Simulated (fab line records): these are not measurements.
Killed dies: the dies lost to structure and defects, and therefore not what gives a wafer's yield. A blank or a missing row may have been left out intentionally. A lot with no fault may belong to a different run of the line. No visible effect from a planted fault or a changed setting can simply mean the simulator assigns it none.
Chamber matching + flow n5 finfet + ald metal-02 running N5_BEOL_M1_ALD_84: 4 sister chambers
The step deposits TaN, pulse time 2 s, purge time 3 s, co reactant purge time 2 s. 8 wafers are shown with their chamber, then 7 later ones without.

EACH WAFER AND ITS CHAMBER
| wafer  | chamber | heater power w (W) | chamber pressure Torr (Torr) |
|--------|---------|--------------------|------------------------------|
| L078.1 | 0       | 438                | 3.012                        |
| L078.6 | 2       | 461                | 3.000                        |
| L081.2 | 0       | 447                | 3.002                        |
| L081.6 | 2       | 441                | 2.998                        |
| L091.3 | 1       | 433                | 3.001                        |
| L091.6 | 3       | 400                | 2.997                        |
| L095.4 | 1       | 447                | 2.998                        |
| L095.5 | 3       | 407                | 2.986                        |

WAFERS WITH NO CHAMBER GIVEN
| wafer  | heater power w (W) | chamber pressure Torr (Torr) |
|--------|--------------------|------------------------------|
| L095.6 | 447                | 2.995                        |
| L096.2 | 399                | 3.004                        |
| L096.3 | 443                | 2.997                        |
| L096.6 | 446                | 2.999                        |
| L097.1 | 443                | 3.002                        |
| L097.2 | 447                | 2.999                        |
| L097.5 | 445                | 2.996                        |

CHAMBER TAKEN BY EACH
| wafer  | from the rows above          | in truth |
|--------|------------------------------|----------|
| L095.6 | can't be placed: 2 or 1 or 0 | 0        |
| L096.2 | 3                            | 3        |
| L096.3 | can't be placed: 1 or 2 or 0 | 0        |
| L096.6 | can't be placed: 2 or 1 or 0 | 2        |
| L097.1 | can't be placed: 1 or 0 or 2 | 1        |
| L097.2 | can't be placed: 2 or 1 or 0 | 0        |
| L097.5 | can't be placed: 1 or 2 or 0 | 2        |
1 of 7 placed correctly. These rows do not allow placing 6 (true chamber among the candidates in 6). Placed wrongly: 0.
How it was worked out, from the rows above alone: a wafer's distance from a chamber is the root of the sum, over the readings, of the square of ((its reading less the chamber's mean) divided by the reading's scatter). The wafer belongs to the nearest chamber; if the next one is less than 2 further off, it can't be placed. A chamber's mean is the mean of its shown wafers. How the scatter is found: for the shown wafers, subtract from each reading the mean of its chamber, square and add these, divide the total by (wafers less chambers), then take the root.
